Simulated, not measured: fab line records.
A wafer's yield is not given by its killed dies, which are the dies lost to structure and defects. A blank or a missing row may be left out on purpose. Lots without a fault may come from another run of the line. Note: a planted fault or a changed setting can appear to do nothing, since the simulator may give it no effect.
Which tool is to blame?	flow n5Finfet	24 wafers from 9 lots sampled at 6 of the route's 1938 steps

## WHAT THE GAUGES READ, wafer by wafer
N5_STI_FIN_REVEAL_FIN_H_MEAS_10.
lot	measured	on	trenchDepthNm (nm)
L349	day 2 12:53	ocd-01	51.6 51.5 53.0
L351	day 3 01:01	ocd-01	52.4 51.8 52.0
L352	day 3 07:15	ocd-02	51.9 52.1 52.1
L353	day 3 13:43	ocd-02	51.6 52.1 50.8
L361	day 5 15:19	ocd-01	53.6 52.9 52.9
L365	day 6 13:02	ocd-02	44.5 52.4
L367	day 7 04:22	ocd-01	52.3 51.8 53.3
L368	day 7 07:01	ocd-02	51.7 45.0
L371	day 8 00:55	ocd-01	45.0 52.7

N5_DUMMY_GATE_THK_MEAS_05.
lot	measured	on	thkNm (nm)
L349	day 2 17:10	filmMetro-02	74.0 73.3 72.9
L351	day 3 05:17	filmMetro-01	72.5 73.6 72.5
L352	day 3 13:11	filmMetro-02	72.2 71.7 71.5
L353	day 3 18:00	filmMetro-01	70.8 71.2 71.5
L361	day 5 20:03	filmMetro-01	70.7 70.6 70.3
L365	day 6 17:19	filmMetro-01	71.4 70.8
L367	day 7 08:58	filmMetro-02	72.1 72.1 70.5
L368	day 7 11:29	filmMetro-01	70.8 72.1
L371	day 8 07:16	filmMetro-01	73.1 72.6

N5_DUMMY_GATE_CD_MEAS_15 targets a cd of 25.8 nm.
lot	measured	on	cdNm (nm)
L349	day 2 21:34	cdSem-01	24.72 25.09 24.88
L351	day 3 09:35	cdSem-02	25.17 25.35 25.39
L352	day 3 17:38	cdSem-02	24.94 25.14 24.95
L353	day 4 00:23	cdSem-02	25.41 24.91 24.95
L361	day 6 00:23	cdSem-02	25.18 25.06 25.12
L365	day 6 21:36	cdSem-03	24.69 25.11
L367	day 7 13:16	cdSem-02	25.49 24.89 25.10
L368	day 7 15:54	cdSem-01	24.87 25.18
L371	day 8 11:41	cdSem-03	25.25 25.21

N5_BEOL_M4_RC_MEAS_101.
lot	measured	on	DIBL_N (mV/V)	DIBL_P (mV/V)	IOFF_N (nA/um)	IOFF_N_85C (nA/um)	IOFF_N_LIN (nA/um)	IOFF_P (nA/um)	IOFF_P_85C (nA/um)	IOFF_P_LIN (nA/um)	ION_N (uA/um)	ION_P (uA/um)	REXT_N (ohm.um)	REXT_P (ohm.um)	SS_N (mV/dec)	SS_P (mV/dec)	VT_N (mV)	VT_P (mV)
L349	day 7 15:10	prober-02	34.6 32.9 34.0	35.2 34.3 36.4	0.150 0.119 0.145	2.9 2.4 2.8	0.069 0.057 0.067	0.16 0.15 0.17	2.9 2.8 3.1	0.076 0.073 0.081	674 660 677	449 454 459	73.2 72.1 72.7	99.5 97.4 97.4	71.1 70.7 71.5	72.6 72.5 73.4	252 253 251	-258 -257 -255
L351	day 8 00:16	prober-01	35.3 34.6 35.5	35.9 34.8 35.3	0.161 0.154 0.159	3.2 3.1 3.2	0.075 0.073 0.073	0.22 0.20 0.22	3.9 3.6 3.8	0.106 0.098 0.104	685 675 682	471 462 471	75.3 76.8 74.9	98.7 100.2 97.4	71.8 71.3 72.4	73.3 73.1 72.5	252 250 252	-248 -248 -248
L352	day 9 00:37	prober-01	36.3 36.9 38.3	34.1 34.5 36.7	0.138 0.141 0.175	2.7 2.8 3.3	0.064 0.067 0.080	0.20 0.21 0.24	3.5 3.6 4.0	0.101 0.104 0.115	662 675 677	464 469 468	77.4 77.1 78.0	102.3 103.1 102.5	71.5 70.9 71.1	73.2 73.8 73.7	253 253 247	-248 -248 -248
L353	day 9 07:14	prober-01	36.3 35.4 36.7	37.7 38.2 37.9	0.161 0.152 0.165	3.2 3.0 3.2	0.074 0.073 0.075	0.19 0.20 0.19	3.3 3.4 3.4	0.092 0.094 0.092	686 674 671	464 463 461	72.2 75.5 74.3	99.1 100.9 99.9	71.5 71.5 71.0	72.9 72.6 73.1	250 252 250	-256 -254 -256
L361	day 11 02:08	prober-01	35.6 34.6 34.9	36.3 35.0 35.4	0.158 0.145 0.152	3.1 2.8 2.9	0.077 0.070 0.072	0.21 0.18 0.20	3.5 3.2 3.5	0.096 0.089 0.096	679 681 679	466 462 460	74.9 74.2 73.8	102.4 102.1 99.8	71.1 71.2 71.2	73.5 72.8 73.0	248 251 250	-252 -250 -249
L365	day 11 22:31	prober-01	81.9 33.2	55.8 32.5	11.951 0.106	116.6 2.3	0.256 0.053	3.14 0.14	34.8 2.7	0.201 0.073	609 656	408 452	78.4 74.7	110.7 102.6	129.7 70.4	99.6 72.6	249 255	-250 -257
L367	day 12 03:19	prober-01	38.5 35.8 35.6	39.8 34.5 36.1	0.191 0.137 0.146	3.7 2.8 2.9	0.086 0.064 0.071	0.25 0.17 0.18	4.2 3.0 3.2	0.111 0.083 0.086	679 663 683	463 454 466	75.1 73.7 73.7	99.7 101.1 102.3	72.1 71.6 71.5	73.7 73.0 73.1	248 252 251	-248 -252 -255
L368	day 12 09:55	prober-02	36.9 60.9	35.4 49.6	0.152 2.941	3.0 35.8	0.070 0.135	0.17 1.63	3.1 20.3	0.087 0.158	679 601	453 409	76.2 81.9	102.3 109.4	70.9 105.3	73.3 92.5	251 251	-255 -250
L371	day 13 18:52	prober-02	59.1 38.4	48.0 37.4	2.656 0.197	32.8 3.7	0.131 0.088	1.51 0.24	19.1 4.1	0.160 0.113	595 691	407 478	81.4 73.3	104.7 97.4	103.2 71.6	90.0 72.5	250 246	-246 -247

## WHAT TOOL EACH LOT RAN ON (gives the tool, then ch and the chambers of the sampled wafers, and finally the start)
lot	N5_FIN_SAQP_ETCH_64	N5_STI_FIN_REVEAL_ETCHBACK_08
L349	rieSi-05 ch 0,2,3, day 2 02:24	rieDiel-05 ch 0,1,3, day 2 09:55
L351	rieSi-05 ch 1,2, day 2 14:46	rieDiel-05 ch 0,2,3, day 2 22:03
L352	rieSi-04 ch 0,3, day 2 20:17	rieDiel-03 ch 0,2, day 3 04:18
L353	rieSi-04 ch 2,3, day 3 02:17	rieDiel-03 ch 1,2, day 3 10:46
L361	rieSi-05 ch 0,1,2, day 5 04:29	rieDiel-03 ch 0,2,3, day 5 12:23
L365	rieSi-04 ch 1,3, day 6 02:33	rieDiel-03 ch 2, day 6 10:05
L367	rieSi-04 ch 1,2,3, day 6 15:01	rieDiel-05 ch 0,1,3, day 6 22:46
L368	rieSi-03 ch 1,3, day 6 20:34	rieDiel-03 ch 0,3, day 7 04:04
L371	rieSi-05 ch 0,1, day 7 14:32	rieDiel-03 ch 0,2, day 7 21:56
- N5_FIN_SAQP_ETCH_64: etches SiO2 in CF4, target depth 1.5 nm.
- N5_STI_FIN_REVEAL_ETCHBACK_08: etches SiO2 in C4F6/O2, target depth 30.5 nm, time 10.167 s.

## WHAT THE TOOLS THEMSELVES READ (means of the sampled wafers that have a number; where no wafer has one, the mark that the record gives instead)
N5_FIN_SAQP_ETCH_64.
lot	tool	drypumpMotorCurrentA (A)	oesProductAu (a.u.)	throttleValvePct (%)
L349	rieSi-05	5.7	0.999	21.53
L351	rieSi-05	5.7	1.002	21.63
L352	rieSi-04	5.7	0.995	21.74
L353	rieSi-04	5.7	0.962	21.74
L361	rieSi-05	5.5	0.991	21.49
L365	rieSi-04	6.0	0.989	21.60
L367	rieSi-04	5.9	0.969	21.66
L368	rieSi-03	5.2	0.986	21.69
L371	rieSi-05	5.2	0.992	21.55

N5_STI_FIN_REVEAL_ETCHBACK_08.
lot	tool	O2_flow_sccm (sccm)	drypumpMotorCurrentA (A)	oesProductAu (a.u.)	rfVppV (V)	showerheadPlenumPTorr (Torr)	throttleValvePct (%)
L349	rieDiel-05	9.983	5.4	0.74	662	2.84	21.26
L351	rieDiel-05	10.003	5.5	0.75	670	2.88	21.18
L352	rieDiel-03	10.008	6.2	0.82	663	2.76	21.15
L353	rieDiel-03	10.005	5.6	0.71	680	2.86	21.34
L361	rieDiel-03	10.002	6.0	0.85	667	2.77	21.14
L365	rieDiel-03	9.994	6.2	0.70	663	2.74	21.11
L367	rieDiel-05	10.016	5.4	0.81	662	2.82	21.21
L368	rieDiel-03	10.005	5.8	0.79	667	2.78	21.10
L371	rieDiel-03	10.021	6.2	0.72	662	2.75	21.16

## THE ANSWER, worked out from the rows above alone
Rule: the lots themselves supply what counts as usual. The widest of any qualifying gaps counts: lots, ordered by their means at a reading, are off when they make up no more than a third of the lots, leave a main group of 4 or more, and stand apart from it by 3 or more times the standard deviation of that group's means. A main group whose means are all the same, to the digits that the tables above print for the reading, isn't used. Also off: a lot with no number at a reading for which 4 or more lots have one. Any other lot the step has rows for is counted as sound. After the gauges, taken in route order, come the tools' own readings; for these a lot's mean is taken, as printed above. The first step at which some lot is off is used, and at that step the reading that is off furthest; a lot without a number counts as furthest.
Off, at N5_STI_FIN_REVEAL_FIN_H_MEAS_10 on trenchDepthNm: L365, L368, L371. Main group: mean 52.2 nm, sd 0.5.
If a tool, at a process step before that reading, ran all the lots that are off and no sound lot after the first of them, it fits. The gauges at N5_STI_FIN_REVEAL_FIN_H_MEAS_10 aren't tried: what is off there is off at N5_BEOL_M4_RC_MEAS_101 too, on other tools, and a gauge's error can't cause that. One fits: N5_STI_FIN_REVEAL_ETCHBACK_08 on rieDiel-03. A fault onset in the window from L361 (day 5 12:23, its last sound lot) to L365 (day 6 10:05, its first lot off) fits.

## WHAT HAD BEEN PUT IN BY THE SIMULATOR
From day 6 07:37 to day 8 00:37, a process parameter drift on rieDiel-03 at N5_STI_FIN_REVEAL_ETCHBACK_08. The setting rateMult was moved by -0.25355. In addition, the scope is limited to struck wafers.
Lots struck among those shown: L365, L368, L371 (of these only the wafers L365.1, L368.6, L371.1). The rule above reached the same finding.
